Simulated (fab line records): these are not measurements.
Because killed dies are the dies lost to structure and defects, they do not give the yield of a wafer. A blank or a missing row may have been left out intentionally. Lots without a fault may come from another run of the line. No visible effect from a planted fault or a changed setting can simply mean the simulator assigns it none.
The tool behind it: which one?	flow nand harc	14 lots, 42 wafers sampled, at 5 steps of a route of 1159

== WHAT THE GAUGES READ, wafer by wafer ==
NHARC_END_SORT_01.
lot	measured	on	killed at array	killed at other	killed at periphery	killed dies	killed open	killed short
L917	day 21 08:01	prober-01	671 669 667	3 3 1	3 5 9	677 677 677	2 5 3	1 2 3
L920	day 21 17:22	prober-01	677 675 674	0 0 0	0 2 3	677 677 677	7 1 8	1 0 0

== TOOL THAT RAN EACH LOT (tool first, then ch and the chambers of the sampled wafers, then the start) ==
lot	NHARC_A_CONTACT_DEP_84	NHARC_A_BONDPAD_STRIP_15	NHARC_THIN_TSV_CMP_01	NHARC_THIN_TSV_PRE_CLEAN_54
L912	acl dep-02 ch 0, day 16 19:35	rie diel-04 ch 1,3, day 18 02:14	cmp-03 ch 1,2,3, day 18 16:38	pvd sputter-01, day 18 22:49
L916	acl dep-01 ch 0, day 17 06:45	rie diel-04 ch 0,1,2, day 18 07:46	cmp-01 ch 0,1,3, day 18 21:28	pvd sputter-01, day 19 03:46
L913	acl dep-03 ch 0, day 17 07:42	rie diel-04 ch 1,2,3, day 18 12:35	cmp-02 ch 0,2,3, day 19 02:52	pvd sputter-03, day 19 09:43
L914	acl dep-03 ch 0, day 17 13:11	rie diel-04 ch 1,3, day 18 13:01	cmp-01 ch 1,2,3, day 19 06:43	pvd sputter-03, day 19 12:55
L917	acl dep-01 ch 0, day 17 16:37	-	-	-
L920	acl dep-01 ch 0, day 18 21:13	-	-	-
L926	acl dep-02 ch 0, day 20 13:16	rie diel-04 ch 0,3, day 21 14:08	cmp-03 ch 2,3, day 22 06:22	pvd sputter-03, day 22 12:45
L927	acl dep-02 ch 0, day 20 19:14	rie diel-04 ch 0,1,3, day 21 23:39	cmp-01 ch 0,1, day 22 17:58	pvd sputter-03, day 23 00:22
L928	acl dep-02 ch 0, day 21 02:03	rie diel-04 ch 0,1, day 22 03:22	cmp-03 ch 0,2, day 22 19:12	pvd sputter-02, day 23 01:19
L930	acl dep-01 ch 0, day 21 11:05	rie diel-07 ch 1,2,3, day 22 17:16	cmp-01 ch 2,3, day 23 09:53	pvd sputter-02, day 23 16:22
L929	acl dep-01 ch 0, day 21 14:37	rie diel-04 ch 0,2, day 22 18:25	cmp-03 ch 1,3, day 23 11:05	pvd sputter-03, day 23 17:20
L931	acl dep-02 ch 0, day 21 20:50	rie diel-07 ch 2,3, day 23 00:40	cmp-02 ch 1,2,3, day 23 14:11	pvd sputter-02, day 23 21:38
L934	acl dep-03 ch 0, day 22 13:07	rie diel-04 ch 1,2,3, day 23 10:18	cmp-01 ch 0,1,2, day 24 00:37	pvd sputter-03, day 24 07:01
L935	acl dep-01 ch 0, day 22 19:46	rie diel-07 ch 0,3, day 23 20:31	cmp-02 ch 0,1,3, day 24 10:56	pvd sputter-01, day 24 17:01
- NHARC_A_CONTACT_DEP_84: deposits aC, target thk 2000 nm.
- NHARC_A_BONDPAD_STRIP_15: strips in O2.
- NHARC_THIN_TSV_CMP_01: polishes.
- NHARC_THIN_TSV_PRE_CLEAN_54: time 30 s.

== WHAT THE TOOLS THEMSELVES READ (means of the sampled wafers that have a number; where no wafer has one, the mark that the record gives instead) ==
NHARC_A_CONTACT_DEP_84.
lot	tool	throttle valve pct (%)
L912	acl dep-02	35.006
L916	acl dep-01	35.002
L913	acl dep-03	35.001
L914	acl dep-03	35.002
L917	acl dep-01	35.000
L920	acl dep-01	34.998
L926	acl dep-02	35.003
L927	acl dep-02	34.998
L928	acl dep-02	35.000
L930	acl dep-01	35.007
L929	acl dep-01	35.009
L931	acl dep-02	34.998
L934	acl dep-03	34.996
L935	acl dep-01	34.992

NHARC_A_BONDPAD_STRIP_15.
lot	tool	drypump motor current A (A)	oes product au (a.u.)	rf vpp V (V)	showerhead plenum p Torr (Torr)	throttle valve pct (%)
L912	rie diel-04	6.1	0.991	58.6	3.71	17.034
L916	rie diel-04	5.7	1.001	57.4	3.40	17.029
L913	rie diel-04	6.0	0.997	57.8	3.56	17.038
L914	rie diel-04	6.1	0.986	58.1	3.71	17.036
L926	rie diel-04	5.6	0.986	57.5	3.46	17.036
L927	rie diel-04	5.8	0.981	57.8	3.55	17.038
L928	rie diel-04	5.5	0.984	57.2	3.40	17.038
L930	rie diel-07	6.0	1.000	58.6	3.66	17.030
L929	rie diel-04	5.7	0.989	57.9	3.32	17.030
L931	rie diel-07	5.6	1.003	58.6	3.70	17.038
L934	rie diel-04	6.0	0.992	57.9	3.56	17.040
L935	rie diel-07	5.7	1.001	57.7	3.56	17.040

NHARC_THIN_TSV_CMP_01.
lot	tool	motor current A (A)
L912	cmp-03	11.5
L916	cmp-01	12.6
L913	cmp-02	11.5
L914	cmp-01	12.8
L926	cmp-03	12.1
L927	cmp-01	12.7
L928	cmp-03	11.6
L930	cmp-01	13.2
L929	cmp-03	12.0
L931	cmp-02	12.4
L934	cmp-01	12.5
L935	cmp-02	12.4

NHARC_THIN_TSV_PRE_CLEAN_54.
lot	tool	heater power w (W)
L912	pvd sputter-01	453
L916	pvd sputter-01	436
L913	pvd sputter-03	494
L914	pvd sputter-03	416
L926	pvd sputter-03	410
L927	pvd sputter-03	427
L928	pvd sputter-02	396
L930	pvd sputter-02	391
L929	pvd sputter-03	462
L931	pvd sputter-02	384
L934	pvd sputter-03	450
L935	pvd sputter-01	447

== THE ANSWER, worked out from the rows above alone ==
Rule: what is usual is taken from the lots themselves. The widest of any qualifying gaps counts: lots, ordered by their means at a reading, are off when they make up no more than a third of the lots, leave a main group of 4 or more, and stand apart from it by 3 or more times the standard deviation of that group's means. If all means in a main group match to the digits the tables above print for the reading, that group is not used. Also off: a lot with no number at a reading for which 4 or more lots have one. All remaining lots with rows at the step are treated as sound. First the gauges in route order, then the tools' own readings, where a lot's mean is used as printed above. At the first step where some lot is off, the reading lying furthest off is the one used; lots without a number count as furthest.
Nothing can be told from this: no lot is off at any reading shown.

== WHAT THE SIMULATOR HAD INSERTED ==
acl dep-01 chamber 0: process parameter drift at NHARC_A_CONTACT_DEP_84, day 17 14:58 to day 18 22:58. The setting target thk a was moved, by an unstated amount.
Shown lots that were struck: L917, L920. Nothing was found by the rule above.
